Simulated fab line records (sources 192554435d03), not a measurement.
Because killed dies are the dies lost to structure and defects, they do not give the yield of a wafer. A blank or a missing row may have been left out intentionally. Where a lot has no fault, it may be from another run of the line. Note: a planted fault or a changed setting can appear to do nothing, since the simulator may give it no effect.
What tool caused it? | flow n5 finfet | 11 lots, 33 wafers sampled, at 2 steps of a route of 1938

WHAT EACH GAUGE READ, for each wafer
N5_BEOL_M1_CD_MEAS_11: the cd target is 17.05 nm.
lot  | measured     | on        | cd nm (nm)
L075 | day 7 08:08  | cd sem-02 | 16.77 17.14 17.07
L077 | day 7 08:43  | cd sem-01 | 17.31 17.41 17.21
L079 | day 7 10:43  | cd sem-02 | 17.10 17.12 16.61
L081 | day 8 00:17  | cd sem-02 | 17.11 17.36 17.22
L083 | day 8 08:43  | cd sem-03 | 16.96 16.94 17.18
L085 | day 9 03:37  | cd sem-01 | 17.29 17.29 17.44
L087 | day 9 14:15  | cd sem-02 | 17.29 17.09 17.43
L089 | day 9 21:15  | cd sem-02 | 17.00 17.43 17.16
L091 | day 10 10:32 | cd sem-02 | 17.07 17.11 16.87
L093 | day 10 22:16 | cd sem-02 | 16.88 16.76 16.74
L095 | day 11 16:24 | cd sem-01 | 17.03 17.45 17.42

WHICH TOOL RAN EACH LOT (tool, then ch and the chambers of the sampled wafers, then the start)
lot  | N5_BEOL_M1_PECVD_72
L075 | pecvd-01 ch 1,2, day 7 07:04
L077 | pecvd-02 ch 0,1,2, day 7 07:50
L079 | pecvd-02 ch 1,2, day 7 09:55
L081 | pecvd-01 ch 0,1, day 7 22:51
L083 | pecvd-02 ch 0,1,2, day 8 08:01
L085 | pecvd-01 ch 0,1, day 9 02:35
L087 | pecvd-02 ch 0,1,2, day 9 12:04
L089 | pecvd-02 ch 0,1,2, day 9 18:41
L091 | pecvd-02 ch 1,2, day 10 07:51
L093 | pecvd-04 ch 0,2, day 10 21:28
L095 | pecvd-02 ch 0,1, day 11 15:07
- N5_BEOL_M1_PECVD_72: deposits SiO2 from TEOS/O2, target thk 16 nm, time 18 s.

THE ANSWER, worked out from the rows above alone
Rule: what is usual is taken from the lots themselves. Put in order of their means at a reading, lots are off if they are a third of the lots or fewer, leave a main group of 4 or more, and stand apart from it by a gap of 3 or more times the standard deviation of the main group's means; of several such gaps the widest counts. A main group is skipped when, at the precision printed for the reading in the tables above, its means are all equal. A lot without any number at a reading at which 4 lots or more have one is off too. The other lots that the step has rows for count as sound.
Nothing can be told from this: no lot is off at any reading shown.

WHAT WAS PUT IN BY THE SIMULATOR
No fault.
